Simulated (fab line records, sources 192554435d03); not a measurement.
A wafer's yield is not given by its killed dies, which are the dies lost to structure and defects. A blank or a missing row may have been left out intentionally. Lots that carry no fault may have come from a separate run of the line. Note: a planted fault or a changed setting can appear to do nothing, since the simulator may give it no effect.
Which tool did it? + flow n5-finfet + 12 lots, 34 wafers sampled, at 5 steps of a route of 1938

WHAT THE GAUGES READ, wafer by wafer
The record holds no reading of a measuring or inspecting step that can be judged against a usual standard deviation.

WHICH TOOL RAN EACH LOT (tool, then ch and the chambers of the sampled wafers, then the start)
| lot  | N5_HKMG_FIN_STRIP_89              | N5_HKMG_FIN_STRIP_88                 | N5_HKMG_FIN_CMP_94            | N5_GATE_CUT_ETCHBACK_30           | N5_PASSIVATION_PROBE_49 |
|------|-----------------------------------|--------------------------------------|-------------------------------|-----------------------------------|-------------------------|
| L425 | rie-diel-02 ch 3, day 4 11:50     | plasma-asher-01 ch 0,1, day 4 12:02  | cmp-01 ch 3, day 4 14:39      | rie-metal-02 ch 0, day 4 15:18    | -                       |
| L428 | rie-diel-02 ch 0,1,2, day 4 23:35 | plasma-asher-02 ch 0,1, day 4 23:47  | cmp-03 ch 0,1,3, day 5 02:32  | rie-metal-02 ch 0,1, day 5 03:01  | -                       |
| L429 | rie-diel-02 ch 0,1, day 5 06:29   | plasma-asher-02 ch 0, day 5 06:40    | cmp-03 ch 0,1, day 5 09:17    | rie-metal-03 ch 0,1, day 5 09:46  | -                       |
| L430 | rie-diel-02 ch 0,1, day 5 13:28   | plasma-asher-02 ch 0,1, day 5 13:40  | cmp-02 ch 0,1,2, day 5 16:18  | rie-metal-01 ch 0,1, day 5 16:43  | -                       |
| L431 | rie-diel-06 ch 0,2, day 5 17:28   | plasma-asher-01 ch 0,1, day 5 17:46  | cmp-03 ch 1,2,3, day 5 20:28  | rie-metal-01 ch 0, day 5 21:11    | -                       |
| L432 | rie-diel-06 ch 0,1,3, day 6 00:01 | plasma-asher-01 ch 0,1, day 6 00:13  | cmp-01 ch 0,1,3, day 6 02:49  | rie-metal-02 ch 0,1, day 6 03:16  | -                       |
| L435 | rie-diel-02 ch 1,3, day 6 15:30   | plasma-asher-02 ch 0,1, day 6 15:44  | cmp-02 ch 1,2,3, day 6 18:26  | rie-metal-03 ch 0,1, day 6 18:52  | -                       |
| L436 | rie-diel-05 ch 0,3, day 7 00:55   | plasma-asher-01 ch 0,1, day 7 01:08  | cmp-02 ch 2,3, day 7 03:50    | rie-metal-03 ch 0,1, day 7 04:18  | -                       |
| L442 | rie-diel-05 ch 2,3, day 8 12:11   | plasma-asher-01 ch 0, day 8 12:26    | cmp-01 ch 0,2,3, day 8 15:26  | rie-metal-03 ch 0,1, day 8 15:54  | prober-02, day 16 20:55 |
| L443 | rie-diel-02 ch 1,2, day 8 17:33   | plasma-asher-01 ch 0, day 8 17:49    | cmp-03 ch 1,3, day 8 20:30    | rie-metal-01 ch 0,1, day 8 20:57  | prober-01, day 17 16:54 |
| L446 | rie-diel-06 ch 0,1,3, day 9 10:53 | plasma-asher-02 ch 0,1, day 9 11:05  | cmp-03 ch 0,1,2, day 9 13:40  | rie-metal-01 ch 0,1, day 9 14:08  | -                       |
| L448 | rie-diel-05 ch 2,3, day 10 00:16  | plasma-asher-01 ch 0,1, day 10 00:35 | cmp-03 ch 0,2,3, day 10 03:25 | rie-metal-02 ch 0,1, day 10 03:49 | -                       |
- N5_HKMG_FIN_STRIP_89: strips SOC in N2/H2, time 20 s.
- N5_HKMG_FIN_STRIP_88: strips in N2/H2, time 360 s.
- N5_HKMG_FIN_CMP_94: polishes, stops on SiNx, t overpolish 4.7 s, target thk 43.299 nm.
- N5_GATE_CUT_ETCHBACK_30: etches TiN in Cl2/Ar, target depth 3 nm.
- N5_PASSIVATION_PROBE_49

WHAT THE TOOLS THEMSELVES READ (means of the sampled wafers that have a number; where no wafer has one, the mark that the record gives instead)
N5_HKMG_FIN_STRIP_89. Usual: drypump-motor-current-A 5.8 A, standard deviation 0.6; oes-product-au 0.81 a.u., standard deviation 0.088; rf-vpp-V 54.1 V, standard deviation 0.83; showerhead-plenum-p-Torr 3.30 Torr, standard deviation 0.068; throttle-valve-pct 18.9 %, standard deviation 0.49.
| lot  | tool        | drypump-motor-current-A (A) | oes-product-au (a.u.) | rf-vpp-V (V) | showerhead-plenum-p-Torr (Torr) | throttle-valve-pct (%) | flag |
|------|-------------|-----------------------------|-----------------------|--------------|---------------------------------|------------------------|------|
| L425 | rie-diel-02 | 6.0                         | 0.72                  | 54.5         | 3.35                            | 19.5                   |      |
| L428 | rie-diel-02 | 5.6                         | 0.91                  | 53.5         | 3.30                            | 18.9                   |      |
| L429 | rie-diel-02 | 5.2                         | 0.94                  | 54.5         | 3.31                            | 18.9                   |      |
| L430 | rie-diel-02 | 5.2                         | 0.93                  | 54.8         | 3.30                            | 18.9                   |      |
| L431 | rie-diel-06 | 5.4                         | 0.83                  | 54.0         | 3.24                            | 19.1                   |      |
| L432 | rie-diel-06 | 5.8                         | 0.72                  | 53.7         | 3.30                            | 19.1                   |      |
| L435 | rie-diel-02 | 5.7                         | 0.85                  | 55.1         | 3.30                            | 18.6                   |      |
| L436 | rie-diel-05 | 5.6                         | 0.80                  | 54.6         | 3.26                            | 18.7                   |      |
| L442 | rie-diel-05 | 6.0                         | 0.75                  | 53.9         | 3.32                            | 19.1                   |      |
| L443 | rie-diel-02 | 5.9                         | 0.84                  | 54.5         | 3.26                            | 18.7                   |      |
| L446 | rie-diel-06 | 5.8                         | 0.80                  | 54.0         | 3.42                            | 19.0                   |      |
| L448 | rie-diel-05 | 5.5                         | 0.77                  | 53.8         | 3.28                            | 18.8                   |      |

N5_HKMG_FIN_STRIP_88. Usual: drypump-motor-current-A 5.5 A, standard deviation 0.34; heater-power-w 477 W, standard deviation 33.
| lot  | tool            | drypump-motor-current-A (A) | heater-power-w (W) | flag |
|------|-----------------|-----------------------------|--------------------|------|
| L425 | plasma-asher-01 | 5.8                         | 516                |      |
| L428 | plasma-asher-02 | 5.5                         | 456                |      |
| L429 | plasma-asher-02 | 5.7                         | 470                |      |
| L430 | plasma-asher-02 | 5.5                         | 458                |      |
| L431 | plasma-asher-01 | 5.8                         | 521                |      |
| L432 | plasma-asher-01 | 5.7                         | 514                |      |
| L435 | plasma-asher-02 | 5.5                         | 463                |      |
| L436 | plasma-asher-01 | 5.8                         | 518                |      |
| L442 | plasma-asher-01 | 6.0                         | 524                |      |
| L443 | plasma-asher-01 | 6.0                         | 514                |      |
| L446 | plasma-asher-02 | 5.6                         | 457                |      |
| L448 | plasma-asher-01 | 5.8                         | 519                |      |

N5_HKMG_FIN_CMP_94. Usual: head-pressure-psi 4.000 psi, standard deviation 0.0093; motor-current-A 12.0 A, standard deviation 1.3; platen-rpm 50.29 rpm, standard deviation 0.035.
| lot  | tool   | head-pressure-psi (psi) | motor-current-A (A) | platen-rpm (rpm) | flag |
|------|--------|-------------------------|---------------------|------------------|------|
| L425 | cmp-01 | 4.011                   | 12.2                | 50.27            |      |
| L428 | cmp-03 | 4.008                   | 12.8                | 50.28            |      |
| L429 | cmp-03 | 4.001                   | 11.4                | 50.25            |      |
| L430 | cmp-02 | 4.000                   | 11.9                | 50.30            |      |
| L431 | cmp-03 | 3.999                   | 13.0                | 50.28            |      |
| L432 | cmp-01 | 4.010                   | 11.9                | 50.27            |      |
| L435 | cmp-02 | 4.001                   | 11.6                | 52.28            | OFF  |
| L436 | cmp-02 | 3.999                   | 10.8                | 52.32            | OFF  |
| L442 | cmp-01 | 4.003                   | 12.3                | 50.29            |      |
| L443 | cmp-03 | 4.000                   | 12.8                | 50.28            |      |
| L446 | cmp-03 | 4.003                   | 11.8                | 50.33            |      |
| L448 | cmp-03 | 3.998                   | 12.9                | 50.29            |      |

N5_GATE_CUT_ETCHBACK_30. Usual: drypump-motor-current-A 5.97 A, standard deviation 0.24; oes-product-au 0.79 a.u., standard deviation 0.11; throttle-valve-pct 20.87 %, standard deviation 0.19.
| lot  | tool         | drypump-motor-current-A (A) | oes-product-au (a.u.) | throttle-valve-pct (%) | flag |
|------|--------------|-----------------------------|-----------------------|------------------------|------|
| L425 | rie-metal-02 | 5.82                        | 0.89                  | 20.76                  |      |
| L428 | rie-metal-02 | 5.71                        | 0.90                  | 20.80                  |      |
| L429 | rie-metal-03 | 6.11                        | 0.81                  | 20.73                  |      |
| L430 | rie-metal-01 | 6.13                        | 0.69                  | 20.93                  |      |
| L431 | rie-metal-01 | 6.18                        | 0.71                  | 20.77                  |      |
| L432 | rie-metal-02 | 5.71                        | 0.89                  | 20.80                  |      |
| L435 | rie-metal-03 | 6.17                        | 0.85                  | 20.85                  |      |
| L436 | rie-metal-03 | 6.12                        | 0.79                  | 20.73                  |      |
| L442 | rie-metal-03 | 6.10                        | 0.78                  | 20.75                  |      |
| L443 | rie-metal-01 | 6.11                        | 0.66                  | 21.04                  |      |
| L446 | rie-metal-01 | 6.09                        | 0.67                  | 20.95                  |      |
| L448 | rie-metal-02 | 5.60                        | 0.85                  | 20.88                  |      |

N5_PASSIVATION_PROBE_49. Usual: killed_at_M0_to_M3 36, standard deviation 10; killed_at_M4_up 13, standard deviation 5.5; killed-at-contacts 12, standard deviation 5.6; killed-at-front-end 42, standard deviation 12; killed-at-other 4, standard deviation 3.2; killed-dies 108, standard deviation 18; killed-open 71, standard deviation 13; killed-short 34, standard deviation 7.8.
| lot  | tool      | killed_at_M0_to_M3 | killed_at_M4_up | killed-at-contacts | killed-at-front-end | killed-at-other | killed-dies | killed-open | killed-short | flag |
|------|-----------|--------------------|-----------------|--------------------|---------------------|-----------------|-------------|-------------|--------------|------|
| L442 | prober-02 | 47                 | 15              | 14                 | 37                  | 9               | 122         | 85          | 36           |      |
| L443 | prober-01 | 30                 | 12              | 6                  | 31                  | 5               | 83          | 57          | 24           |      |

THE ANSWER, worked out from the rows above alone
Rule: take the mean of a lot's wafers that have a number; if it is more than 3 standard deviations from the usual mean, the lot is off. Also off: a lot with no number at a reading for which 4 or more lots have one. All remaining lots with rows at the step are treated as sound. After the gauges, taken in route order, come the tools' own readings; for these a lot's mean is taken, as printed above. At the first step where some lot is off, the reading lying furthest off is the one used; lots without a number count as furthest.
Off at N5_HKMG_FIN_CMP_94 (platen-rpm): L435, L436.
A tool fits if, at that step or a process step before it, it ran every lot that is off, and no sound lot after the first of them. One candidate fits, namely cmp-02 at N5_HKMG_FIN_CMP_94. Its last sound lot is L430 (day 5 16:18), its first lot that is off L435 (day 6 18:26): a fault that began between those two fits.
The tool's own readings at N5_HKMG_FIN_CMP_94 bear it out: on the lots that are off they differ by more than 5 times the standard deviation of the sound lots' means. platen-rpm reads 52.30 rpm there against 50.28 rpm on the sound lots.

WHAT HAD BEEN PUT IN BY THE SIMULATOR
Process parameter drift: cmp-02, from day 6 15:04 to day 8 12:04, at N5_HKMG_FIN_CMP_94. Setting platen-rpm shifted by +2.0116 from 50.289. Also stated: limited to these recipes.
Lots struck among those shown: L435, L436. The rule above reached the same finding.
